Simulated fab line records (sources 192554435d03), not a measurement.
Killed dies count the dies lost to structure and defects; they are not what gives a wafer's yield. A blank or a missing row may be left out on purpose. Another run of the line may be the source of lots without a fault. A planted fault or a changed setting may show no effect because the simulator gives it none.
Split-lot study + flow n5Finfet + route with 1938 steps; 7 lots, 21 wafers read

## SPLIT DETAILS
At N5_BEOL_M12_COAT_58 (time 60 s, resist thk 89 nm), the setting spinRpm was moved away from the recipe's 1500 rpm on 6 of the 21 wafers read, by -10.3% to +7.9%. For the rest of the wafers, this setting stayed at what the recipe calls for.

## FROM THE SPLIT TO THE READING: what the file shows between them, 3 steps
- N5_BEOL_M12_COAT_04: resist thk 400 nm
- N5_BEOL_M12_EBR_06
- N5_BEOL_M12_DESCUM_15: chemistry O2, time 7.9 s

## THE READING
etch.depthNm (the simulator's own value, which no gauge read), in nm, at N5_BEOL_M12_ETCH_59 (etches BARC in N2/H2, target depth 89 nm, overetch 26.7 nm, time 67.9 s). The file gives no usual value for it. The 15 wafers here that ran the recipe average 89.11 nm, standard deviation 0.25 nm.

| wafer  | tool, chamber at the split | spinRpm as run, rpm | against the recipe | etch.depthNm, nm | against lot-mates on the recipe |
|--------|----------------------------|---------------------|--------------------|------------------|---------------------------------|
| L075.1 | lithoTrack-04, 0           | 1500                | recipe             | 89               | -                               |
| L075.2 | lithoTrack-04, 0           | 1618                | +7.9%              | 85.59            | -3.41                           |
| L075.3 | lithoTrack-04, 0           | 1618                | +7.9%              | 85.6             | -3.40                           |
| L076.3 | lithoTrack-03, 0           | 1500                | recipe             | 89.23            | -                               |
| L076.4 | lithoTrack-03, 0           | 1500                | recipe             | 89.29            | -                               |
| L076.5 | lithoTrack-03, 0           | 1500                | recipe             | 89.48            | -                               |
| L087.1 | lithoTrack-01, 0           | 1500                | recipe             | 89.03            | -                               |
| L087.5 | lithoTrack-01, 0           | 1442                | -3.9%              | 90.77            | +1.81                           |
| L087.6 | lithoTrack-01, 0           | 1500                | recipe             | 88.89            | -                               |
| L090.2 | lithoTrack-01, 0           | 1403                | -6.5%              | 92.77            | +3.39                           |
| L090.5 | lithoTrack-01, 0           | 1500                | recipe             | 89.6             | -                               |
| L090.6 | lithoTrack-01, 0           | 1500                | recipe             | 89.17            | -                               |
| L092.2 | lithoTrack-04, 0           | 1346                | -10.3%             | 93.62            | +4.91                           |
| L092.3 | lithoTrack-04, 0           | 1346                | -10.3%             | 93.73            | +5.02                           |
| L092.6 | lithoTrack-04, 0           | 1500                | recipe             | 88.71            | -                               |
| L093.1 | lithoTrack-04, 0           | 1500                | recipe             | 89.15            | -                               |
| L093.2 | lithoTrack-04, 0           | 1500                | recipe             | 89.36            | -                               |
| L093.6 | lithoTrack-04, 0           | 1500                | recipe             | 89.19            | -                               |
| L094.2 | lithoTrack-03, 0           | 1500                | recipe             | 88.93            | -                               |
| L094.4 | lithoTrack-03, 0           | 1500                | recipe             | 88.76            | -                               |
| L094.6 | lithoTrack-03, 0           | 1500                | recipe             | 88.86            | -                               |

THE FIT
A straight line over all 21 wafers: etch.depthNm changes by -0.457 nm for each +1% of spinRpm; r = -0.99; the points scatter about the line by 0.28 nm.
The same after taking each lot's own level away (the mean of its wafers on the recipe; 21 wafers): -0.469 nm for each +1%; r = -1.00; scatter 0.15 nm.
That fit puts the effect of the largest move of spinRpm on the reading at 4.8 nm.
Measured against the standard deviation above, the lots' own levels, which go from 88.710 to 89.385 nm, span 2.7 times it.
The two slopes are in agreement: the lot-to-lot level therefore moves the slope only a little.
Check: for one of the wafers moved furthest among these (-10.3%), held out of the fit, the line's prediction against its lot-mates is +4.86 nm. Against them it came out at +4.91 nm.

## THESE WAFERS: OTHER SPLITS
Before the reading, these wafers also passed through other splits. Each is held against what the fit with the lots' levels taken away leaves over:
| other split on the same wafers | wafers away from the commonest value | r with etch.depthNm (lot level and that fit taken away) |
|--------------------------------|--------------------------------------|---------------------------------------------------------|
| N5_BEOL_M10_ILD_DEP_00 timeS   | 4                                    | -0.05                                                   |
| N5_BEOL_M10_ETCH_62 timeS      | 7                                    | +0.00                                                   |
| N5_BEOL_M10_COAT_64 spinRpm    | 6                                    | +0.04                                                   |

## THE WHOLE CHAIN: every reading that the file lists as answering this split, in the file's order
| step                 | what it does                                                            | reading                                                                         | change (the file's fit)               | r (the file's) |
|----------------------|-------------------------------------------------------------------------|---------------------------------------------------------------------------------|---------------------------------------|----------------|
| N5_BEOL_M12_COAT_58  | time 60 s, resist thk 89 nm                                             | BARC_of_BEOL_M12_COAT_58.thkNm (the simulator's own value, which no gauge read) | -0.475 nm for each +1% of the setting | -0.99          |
| N5_BEOL_M12_ETCH_59  | etches BARC in N2/H2, target depth 89 nm, overetch 26.7 nm, time 67.9 s | etch.depthNm (the simulator's own value, which no gauge read)                   | -0.476 nm for each +1% of the setting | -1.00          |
| N5_BEOL_M12_STRIP_64 | strips in N2/H2                                                         | stripTimeToEndpointS                                                            | withheld for each +1% of the setting  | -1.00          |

## THE FILE'S OWN FIT
etch.depthNm changes by -0.476 nm for each +1% of spinRpm, r = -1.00.
